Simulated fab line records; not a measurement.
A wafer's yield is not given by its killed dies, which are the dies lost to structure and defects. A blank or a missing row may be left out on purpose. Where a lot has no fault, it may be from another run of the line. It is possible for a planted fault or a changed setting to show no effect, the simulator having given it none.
Chamber matching ; flow n5 finfet ; 4 sister chambers for N5_BEOL_M2_ETCH_64 on rie diel-05
The step etches SOC in N2/H2, target depth 75 nm, overetch 22.5 nm, time 121.9 s. 4 wafers are shown with their chamber, then 10 later ones without.

== WAFERS WITH THEIR CHAMBER ==
wafer;chamber;drypump motor current A (A)
L078.6;1;6.4
L085.6;2;5.2
L087.1;0;5.9
L087.4;3;4.8

== WAFERS WITH NO CHAMBER GIVEN ==
wafer;drypump motor current A (A)
L087.6;4.9
L091.4;5.2
L091.5;5.9
L091.6;4.9
L092.2;5.9
L092.3;4.9
L092.5;6.5
L097.1;5.9
L097.2;4.9
L097.6;5.2

== WHICH CHAMBER EACH ONE RAN IN ==
wafer;from the rows above;in truth
L087.6;3;3
L091.4;2;2
L091.5;0;0
L091.6;3;3
L092.2;0;0
L092.3;3;3
L092.5;1;1
L097.1;0;0
L097.2;3;3
L097.6;2;2
Correct placement for 10 of the 10. From these rows, 0 cannot be placed. 0 placed wrongly.
How it was worked out, from the rows above alone: a wafer's distance from a chamber is the root of the sum, over the readings, of the square of ((its reading less the chamber's mean) divided by the reading's scatter). The wafer belongs to the nearest chamber; if the next one is less than 2 further off, it can't be placed. The mean given for a chamber averages the wafers shown for that chamber. The scatter: with one shown wafer a chamber, the root of the mean of the squares of how far each hidden wafer lies from its nearest shown one.
